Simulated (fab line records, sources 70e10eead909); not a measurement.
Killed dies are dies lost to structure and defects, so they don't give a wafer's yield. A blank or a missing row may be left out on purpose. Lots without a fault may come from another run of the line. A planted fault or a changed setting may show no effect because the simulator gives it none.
fab line records | flow nand_harc
record lots=7 wafers=19 last_day=32
route steps=1302 shown P_CONTACT@235 END@1302
lots that met no fault: from a run of the same line without faults
start_h: hours from the record's first day to the start of the lot's first wafer shown | wait_h: hours since the lot's step before | " the same as in the row above | L1.1+2: a row that stands for several wafers | - no value, or no start given | * or withheld: withheld | < > ~ a bound
route shown NAME@n: a module of which the file shows steps, and the number in the route of the first | usual: mean/standard deviation of fault-free wafers | same: alike in all rows | chamber/n: place in a boat | sites: the reading at each site | _std_site: their standard deviation | _edge_site: outer sites' mean less inner sites' | radius_mm: how far each site lies from the wafer's centre | mask NAME#n: copy n | behind: the tool/chamber that last shaped the wafer | hold: why the lot was held/for how many hours/how that ended | device: the transistor (n, p or np) that didn't switch | end of line: the same wafers' tests at the end of the route | a step without rows: its recipe alone | killed: dies lost to structure and defects at the first sort, not the wafer's yield | map: a wafer's dies, x killed, . not, _ none there
set.NAME: the setting as run; set.NAME@STEP: as run at that earlier step | model.NAME: the simulator's own value behind a step, which no gauge read
lots at some steps of the route; a table a step, a row a wafer
services: from which hour (start_h, from the record's first day; less than 0 if before it) a tool's chamber was out of use, for how many hours, and why
## steps
# step NHARC_P_CONTACT_DESCUM_17
# recipe time_s=3 o2_flow_sccm=200 ar_flow_sccm=0 bias_power_w=0 chemistry=O2
# step NHARC_P_CONTACT_ETCH_35
# recipe target_depth_a=390 over_etch_frac=0.3 time_s=65 ion_energy_ev=80 cf4_flow_sccm=150 ar_flow_sccm=0 rf_w=300 bias_w=100 chemistry=CF4
# step NHARC_P_CONTACT_ETCH_36
# recipe target_depth_a=2600 over_etch_frac=0.25 time_s=406.25 ion_energy_ev=200 n2_flow_sccm=150 h2_flow_sccm=150 ar_flow_sccm=0 rf_w=400 bias_w=150 chemistry=N2/H2
# step NHARC_P_CONTACT_ETCH_18
# recipe target_depth_a=4810 time_s=240.5 c4f8_flow_sccm=20 o2_flow_sccm=10 ar_flow_sccm=withheld rf_w=600 bias_w=1500 chemistry=C4F8/O2/Ar
# usual oes_product_au=0.963/0.022 rf_vpp_V=981/5.5
# columns lot.wafer tool chamber start_h wait_h oes_product_au rf_hours_counter_h rf_vpp_V
L569.3 rie_diel-09 2 - - 0.964 9.6 973
L569.4 " 0 " " 0.961 8.4 973
L569.5 " 2 " " 0.964 - 974
L578.1 rie_diel-12 2 - - 0.989 3.9 982
L578.2 " 3 " " 0.968 4.1 984
L578.5 " 0 " " 0.957 - 983
L579.3 rie_diel-12 2 - - 0.984 4.4 982
L579.2 " 3 " " 0.975 4.6 984
L579.6 " 1 " " 0.972 - 987
L581.2 rie_diel-02 2 - - 0.957 0.5 971
L581.6 " 1 " " 0.987 - 971
L582.2 rie_diel-12 1 - - 1.004 5.2 988
L582.6 " 3 " " 0.960 - 984
L590.3 rie_diel-02 3 - - 0.930 3.7 986
L590.4 " 0 " " 0.914 3.6 984
L590.5 " 2 " " 0.920 - 972
L592.4 rie_diel-09 3 - - 0.964 1.1 985
L592.2 " 1 " " 0.992 1.1 977
L592.6 " 3 " " 0.965 - 986
# step NHARC_P_CONTACT_STRIP_37
# recipe c4f8_flow_sccm=withheld o2_flow_sccm=8 ar_flow_sccm=withheld bias_w=0 chemistry=C4F8/O2/Ar
# step NHARC_P_CONTACT_ETCH_31
# recipe target_depth_a=300 time_s=85.7 ion_energy_ev=120 over_etch_frac=1 ch3f_flow_sccm=50 o2_flow_sccm=30 ar_flow_sccm=200 rf_w=500 bias_w=100 chemistry=CH3F/O2
# usual drypump_motor_current_A=5.6/0.4 oes_product_au=0.980/0.016 rf_vpp_V=245.1/1.6 showerhead_plenum_p_Torr=2.51/0.1 throttle_valve_pct=20.663/0.0091
# columns lot.wafer tool chamber start_h wait_h drypump_motor_current_A oes_product_au rf_hours_counter_h rf_vpp_V showerhead_plenum_p_Torr throttle_valve_pct
L569.3 rie_diel-09 0 - - 5.0 0.972 8.4 242.9 2.37 20.670
L569.4 " 1 " " 6.1 0.970 8.7 245.5 2.44 20.670
L569.5 " 0 " " 5.0 0.977 - 242.3 2.37 20.653
L578.2 rie_diel-12 3 - - 5.8 0.982 4.1 245.9 2.56 20.668
L578.1 " 1 " " 5.7 0.993 4.0 247.0 2.62 20.665
L578.5 " 3 " " 5.7 0.973 - 245.4 2.56 20.648
L579.3 rie_diel-12 1 - - 5.7 0.988 4.6 247.6 2.62 20.668
L579.2 " 0 " " 5.3 0.984 4.5 245.5 2.55 20.660
L579.6 " 1 " " 5.7 1.001 - 247.3 2.62 20.677
L581.2 rie_diel-02 2 - - 5.9 0.976 0.6 243.0 2.36 20.664
L581.6 " 2 " " 5.9 0.994 - 243.4 2.36 20.667
L582.2 rie_diel-12 1 - - 5.7 1.005 5.2 246.8 2.62 20.654
L582.6 " 1 " " 5.7 0.995 - 246.8 2.62 20.686
L590.3 rie_diel-02 1 - - 5.8 0.976 3.6 243.3 2.35 20.676
L590.4 " 2 " " 6.0 0.968 3.8 243.0 2.36 20.666
L590.5 " 3 " " 6.1 0.958 - 246.1 2.61 20.645
L592.4 rie_diel-09 0 - - 4.9 0.986 1.0 242.2 2.37 20.661
L592.2 " 2 " " 6.3 0.979 1.2 242.5 2.35 20.661
L592.6 " 0 " " 5.0 0.994 - 244.5 2.37 20.655
# step NHARC_P_CONTACT_CD_MEAS_19
# usual cd_nm=87.8/2.1
# columns lot.wafer tool chamber start_h wait_h cd_nm
L569.3 cd_sem-03 - 118.64 - 89.5
L569.4 " - " " 87.6
L569.5 " - " " 91.0
L578.1 cd_sem-03 - 208.57 - 86.0
L578.2 " - " " 88.1
L578.5 " - " " 88.1
L579.2 cd_sem-02 - 222.22 - 87.8
L579.3 " - " " 88.5
L579.6 " - " " 83.2
L581.2 cd_sem-02 - 241.14 - 86.8
L581.6 " - " " 88.0
L582.2 cd_sem-02 - 244.85 - 84.8
L582.6 " - " " 88.1
L590.3 cd_sem-02 - 327.74 - 87.4
L590.4 " - " " 86.6
L590.5 " - " " 86.5
L592.2 cd_sem-01 - 344.71 - 90.1
L592.4 " - " " 91.4
L592.6 " - " " 90.1
# step NHARC_P_CONTACT_STRIP_28
# recipe o2_flow_sccm=500 ar_flow_sccm=0 bias_w=0 chemistry=O2
# step NHARC_P_CONTACT_STRIP_29
# recipe time_s=1200 temp_c=72.5 chemistry=post_etch_residue_remover
# step NHARC_P_CONTACT_DEGAS_38
# recipe temp_c=300 time_s=60
# usual heater_power_w=492/59
# columns lot.wafer tool chamber start_h wait_h heater_power_w
L569.4 pvd_sputter-02 - 119.37 - 456
L569.3 " - " " 419
L569.5 " - " " 627
L578.2 pvd_sputter-01 - 209.29 - 472
L578.1 " - " " 451
L578.5 " - " " 477
L579.2 pvd_sputter-02 - 223.02 - 462
L579.3 " - " " 425
L579.6 " - " " 615
L581.2 pvd_sputter-03 - 241.86 - 490
L581.6 " - " " 535
L582.2 pvd_sputter-02 - 245.56 - 472
L582.6 " - " " 472
L590.3 pvd_sputter-02 - 328.44 - 615
L590.4 " - " " 441
L590.5 " - " " 637
L592.4 pvd_sputter-03 - 345.44 - 529
L592.2 " - " " 486
L592.6 " - " " 429
# step NHARC_P_CONTACT_PRE_CLEAN_39
# recipe time_s=19.5 bias_v=250 gas=Ar
# step NHARC_P_CONTACT_PVD_32
# recipe target_thk_a=50 chamber_pressure_pa=5 power_w=5000 substrate_temp_c=200 time_s=17.7 material=Ti
# usual substrate_temp_c=199.98/0.17 throttle_valve_pct=30.2/0.81
# columns lot.wafer tool chamber start_h wait_h substrate_temp_c throttle_valve_pct
L569.4 pvd_sputter-02 - - - 200.09 31.3
L569.3 " - " " 199.90 30.7
L569.5 " - " " 199.80 29.6
L578.1 pvd_sputter-01 - - - 199.81 29.7
L578.2 " - " " 199.91 30.9
L578.5 " - " " 199.70 30.0
L579.2 pvd_sputter-02 - - - 200.16 30.0
L579.3 " - " " 200.02 29.9
L579.6 " - " " 200.06 30.5
L581.2 pvd_sputter-03 - - - 200.26 29.9
L581.6 " - " " 199.72 30.8
L582.2 pvd_sputter-02 - - - 200.06 30.4
L582.6 " - " " 200.13 29.7
L590.4 pvd_sputter-02 - - - 200.25 30.8
L590.3 " - " " 199.98 31.6
L590.5 " - " " 200.33 30.8
L592.4 pvd_sputter-03 - - - 199.67 30.8
L592.2 " - " " 199.80 30.3
L592.6 " - " " 199.83 30.0
# step NHARC_P_CONTACT_ALD_22
# recipe target_thk_a=30 pulse_time_s=1 ald_cycles=150 temp_c=450 material=TiN
# usual ald_cycles=150/0 heater_power_w=1057/100 precursor_pulse_height_rel=0.997/0.021
# columns lot.wafer tool chamber start_h wait_h ald_cycles heater_power_w precursor_pulse_height_rel
L569.3 ald_metal-01 3 119.62 - 150 1138 0.960
L569.4 " 1 " " 150 1076 0.974
L569.5 " 2 " " 150 1437 0.975
L578.2 ald_metal-02 1 209.52 - 254 1068 0.990
L578.1 " 0 " " 254 953 1.001
L578.5 " 1 " " 150 1051 0.982
L579.2 ald_metal-03 3 223.30 - 150 920 1.004
L579.3 " 0 " " 150 1117 0.994
L579.6 " 1 " " 150 988 0.967
L581.2 ald_metal-02 0 242.09 - 254 923 0.997
L581.6 " 1 " " 150 1050 1.015
L582.2 ald_metal-02 0 245.84 - 254 943 0.999
L582.6 " 3 " " 150 1073 0.986
L590.3 ald_metal-02 0 328.68 - 150 964 0.984
L590.4 " 3 " " 150 1032 0.997
L590.5 " 1 " " 150 1020 0.959
L592.2 ald_metal-01 0 345.67 - 150 1096 1.009
L592.4 " 3 " " 150 1093 1.013
L592.6 " 0 " " 150 1063 0.985
# step NHARC_P_CONTACT_CVD_23
# recipe target_thk_a=2000 temp_c=300 pressure_torr=40 wf6_flow_sccm=40 h2_flow_sccm=1600 ar_flow_sccm=1560 time_s=557 material=W
# usual heater_power_w=475/83 throttle_valve_pct=7.96/0.3
# columns lot.wafer tool chamber start_h wait_h heater_power_w throttle_valve_pct
L569.4 cvd_w-02 1 - - 544 7.82
L569.3 " 0 " " 536 7.60
L569.5 " 0 " " 556 7.59
L578.1 cvd_w-02 1 - - 536 7.86
L578.2 " 0 " " 552 7.53
L578.5 " 0 " " 546 7.64
L579.2 cvd_w-01 1 - - 420 8.44
L579.3 " 1 " " 420 8.26
L579.6 " 1 " " 409 8.17
L581.2 cvd_w-01 0 - - 375 8.17
L581.6 " 1 " " 425 8.41
L582.2 cvd_w-01 0 - - 356 8.12
L582.6 " 0 " " 360 7.73
L590.3 cvd_w-02 0 - - 557 7.98
L590.4 " 1 " " 540 7.85
L590.5 " 0 " " 557 7.85
L592.2 cvd_w-02 1 - - 555 7.62
L592.4 " 1 " " 543 7.99
L592.6 " 0 " " 556 7.63
# step NHARC_END_SORT_01
# recipe temp_c=25
# usual killed_at_array=56/19 killed_at_other=0.6/1 killed_at_periphery=3.9/2.7 killed_dies=61/19 killed_open=3.3/1.9 killed_short=2.4/1.7
# same gross_dies=677
# columns lot.wafer tool chamber start_h wait_h killed_at_array killed_at_other killed_at_periphery killed_dies killed_open killed_short
L569.3 prober-01 0 567.71 3.1 58 0 9 67 4 2
L569.4 prober-01 0 568.51 3.4 56 0 9 65 7 1
L569.5 prober-01 0 569.32 3.7 45 0 8 53 2 3
L578.1 prober-01 0 653.02 2.5 36 0 1 37 1 4
L578.2 prober-01 0 653.83 2.8 28 1 4 33 6 1
L578.5 prober-01 0 656.26 3.7 24 0 5 29 5 2
L582.2 prober-02 0 684.02 2.8 71 0 0 71 4 3
L581.2 prober-01 0 693.00 2.8 44 0 2 46 1 1
# killed by level:class
L569.3 A_CHANNEL_HOLE_D1:chamber_film_flake=27 A_CHANNEL_HOLE_D2:chamber_film_flake=9 A_CONTACT:chamber_film_flake=7 A_STAIRCASE:chamber_film_flake=5 P_ZERO_WELL:chamber_film_flake=4 P_M1:chamber_film_flake=4 A_SOURCE_PLATE:geometric_particle:open=1 A_CHANNEL_FILL_D1:geometric_particle:short=1
L569.4 A_CHANNEL_HOLE_D1:chamber_film_flake=39 P_M1:chamber_film_flake=4 A_CHANNEL_HOLE_D2:chamber_film_flake=3 A_CONTACT:chamber_film_flake=3 P_CONTACT:geometric_particle:open=2 P_ZERO_WELL:chamber_film_flake=2 A_ZERO_WELL:chamber_film_flake=2 A_DECK1_JOINT:chamber_film_flake=2
L569.5 A_CHANNEL_HOLE_D1:chamber_film_flake=32 P_ZERO_WELL:chamber_film_flake=4 A_CHANNEL_HOLE_D2:chamber_film_flake=4 A_CONTACT:chamber_film_flake=3 P_CONTACT:geometric_particle:short=2 A_WL_FILL:geometric_particle:open=2 P_M1:chamber_film_flake=2 A_ONON_D1:geometric_particle:short=1
L578.1 A_CHANNEL_HOLE_D2:chamber_film_flake=17 A_CHANNEL_HOLE_D1:chamber_film_flake=5 A_SLIT:chamber_film_flake=4 A_CHANNEL_FILL_D2:geometric_particle:short=3 A_CHANNEL_FILL_D2:chamber_film_flake=3 P_GATE:geometric_particle:open=1 A_WL_FILL:geometric_particle:short=1 A_DECK1_JOINT:chamber_film_flake=1
L578.2 A_CHANNEL_HOLE_D2:chamber_film_flake=12 A_CHANNEL_FILL_D2:chamber_film_flake=4 A_CHANNEL_HOLE_D1:chamber_film_flake=3 A_SLIT:chamber_film_flake=3 A_WL_FILL:geometric_particle:open=2 P_GATE:geometric_particle:open=1 P_CONTACT:geometric_particle:open=1 P_M0:geometric_particle:open=1
L578.5 A_CHANNEL_HOLE_D2:chamber_film_flake=11 A_CHANNEL_HOLE_D1:chamber_film_flake=3 A_DECK1_JOINT:chamber_film_flake=3 A_CHANNEL_FILL_D2:chamber_film_flake=3 P_CONTACT:geometric_particle:open=2 A_M0:geometric_particle:open=2 P_M0:geometric_particle:open=1 P_M0:geometric_particle:short=1
L582.2 A_CHANNEL_HOLE_D1:chamber_film_flake=29 A_CHANNEL_HOLE_D2:chamber_film_flake=19 A_CONTACT:chamber_film_flake=6 A_M0:chamber_film_flake=3 A_STAIRCASE:chamber_film_flake=3 A_WL_FILL:chamber_film_flake=2 A_SOURCE_PLATE:geometric_particle:short=1 A_CHANNEL_FILL_D1:geometric_particle:open=1
L581.2 A_SLIT:chamber_film_flake=30 A_CHANNEL_HOLE_D1:chamber_film_flake=4 A_CHANNEL_FILL_D1:chamber_film_flake=3 A_CHANNEL_HOLE_D2:chamber_film_flake=2 P_STI:chamber_film_flake=2 A_CONTACT:chamber_film_flake=2 A_ONON_D1:geometric_particle:open=1 A_CHANNEL_HOLE_D2:geometric_particle:short=1
## services
# columns tool chamber start_h hours kind
rie_diel-02 - 95.56 4.4 repair
pvd_sputter-02 - 104.00 10.0 pm
rie_diel-09 - 143.10 9.0 pm
cvd_w-02 1 159.17 9.8 repair
rie_diel-12 0 160.49 7.1 repair
rie_diel-12 3 164.04 5.3 repair
rie_diel-02 1 169.37 6.1 repair
pvd_sputter-03 - 170.01 10.0 pm
pvd_sputter-02 - 187.88 6.7 repair
rie_diel-12 2 191.35 4.6 repair
rie_diel-12 1 191.55 3.9 repair
ald_metal-02 2 200.30 25.1 repair
rie_diel-09 3 208.63 14.7 repair
rie_diel-02 - 220.04 9.0 pm
rie_diel-09 0 240.13 6.7 repair
pvd_sputter-03 - 247.90 3.4 repair
ald_metal-02 - 254.00 10.0 pm
rie_diel-12 - 268.40 9.0 pm
cvd_w-02 - 269.00 13.0 pm
pvd_sputter-02 - 282.00 10.0 pm
rie_diel-09 3 289.91 5.8 repair
ald_metal-02 2 290.58 4.4 repair
rie_diel-09 0 309.76 4.6 repair
rie_diel-09 - 320.11 9.0 pm
## key
first_sign step=NHARC_P_CONTACT_ALD_22 reading=ald_cycles direction=up sigmas=99+ usual=150 struck=254
effect none on later readings
met_at NHARC_P_CONTACT_ALD_22
struck_wafers L578.1,L578.2,L581.2,L582.2
tester_left_out L578,L581,L582
fault kind=process_parameter_drift tool=ald_metal-02 chamber=- onset_h=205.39 steps=NHARC_P_CONTACT_ALD_22 channel=ald_cycles offset=104 shape=step end_h=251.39 scope=struck_wafers_only acts_in=these_recipes_only stated=150
# tester_left_out: of these lots the tester's yield and bins aren't shown, on N5 and GAA mostly nor the transistor test; their killed dies are dies lost to structure and defects alone, not to doping, threshold or leakage, so they don't give the yield
